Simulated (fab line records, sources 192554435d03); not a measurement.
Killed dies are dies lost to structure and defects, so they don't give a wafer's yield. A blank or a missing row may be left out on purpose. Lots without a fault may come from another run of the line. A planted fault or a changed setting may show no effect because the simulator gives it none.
Chamber matching | flow n5_finfet | N5_MOL_CONTACT_COAG_ETCHBACK_135 on rie_diel-04: 4 sister chambers
The step etches SiO2 in CHF3, target depth 25 nm, time 16.7 s. 16 wafers are shown with their chamber, then 8 later ones without.

WAFERS WITH THEIR CHAMBER
wafer  | chamber | rf_vpp_V (V) | drypump_motor_current_A (A) | throttle_valve_pct (%)
L074.3 | 1       | 546          | 6.3                         | 18.76
L074.4 | 3       | 497          | 6.6                         | 18.43
L074.6 | 0       | 528          | 5.7                         | 18.72
L081.1 | 0       | 527          | 5.7                         | 18.73
L081.2 | 2       | 542          | 4.9                         | 18.32
L081.5 | 3       | 498          | 6.6                         | 18.45
L082.2 | 0       | 527          | 5.7                         | 18.72
L082.5 | 2       | 542          | 4.9                         | 18.32
L082.6 | 3       | 497          | 6.6                         | 18.44
L083.2 | 2       | 542          | 4.9                         | 18.33
L083.3 | 1       | 547          | 6.4                         | 18.80
L083.4 | 0       | 529          | 5.8                         | 18.73
L090.2 | 0       | 529          | 5.7                         | 18.75
L090.4 | 1       | 547          | 6.4                         | 18.80
L090.5 | 3       | 497          | 6.5                         | 18.45
L091.1 | 0       | 529          | 5.7                         | 18.76

SIGNATURES (means of the wafers above)
reading                 | chamber 0 | chamber 1 | chamber 2 | chamber 3 | scatter within a chamber
rf_vpp_V                | 528.17    | 546.67    | 542.00    | 497.25    | 0.722
drypump_motor_current_A | 5.717     | 6.367     | 4.900     | 6.575     | 0.0433
throttle_valve_pct      | 18.7350   | 18.7867   | 18.3233   | 18.4425   | 0.0152
Rule: a wafer's distance from a chamber is the root of the sum, over the readings, of the square of ((its reading less the chamber's mean) divided by the reading's scatter). The wafer belongs to the nearest chamber; if the next one is less than 2 further off, it can't be placed. The scatter: the root of (the sum of the squares of (reading less its chamber's mean) over the shown wafers, divided by (wafers less chambers)).

WAFERS WITHOUT THEIR CHAMBER
wafer  | rf_vpp_V (V) | drypump_motor_current_A (A) | throttle_valve_pct (%)
L091.2 | 547          | 6.3                         | 18.82
L091.4 | 498          | 6.5                         | 18.47
L092.1 | 528          | 5.8                         | 18.75
L092.4 | 547          | 6.3                         | 18.81
L092.6 | 528          | 5.8                         | 18.75
L095.2 | 528          | 5.8                         | 18.78
L095.3 | 544          | 4.9                         | 18.38
L095.5 | 529          | 5.8                         | 18.78

WHICH CHAMBER EACH WENT THROUGH
wafer  | from the rows above | in truth
L091.2 | 1                   | 1
L091.4 | 3                   | 3
L092.1 | 0                   | 0
L092.4 | 1                   | 1
L092.6 | 0                   | 0
L095.2 | 0                   | 0
L095.3 | 2                   | 2
L095.5 | 0                   | 0
Placed correctly: 8 of 8. Can't be placed from these rows: 0. Placed wrongly: 0.
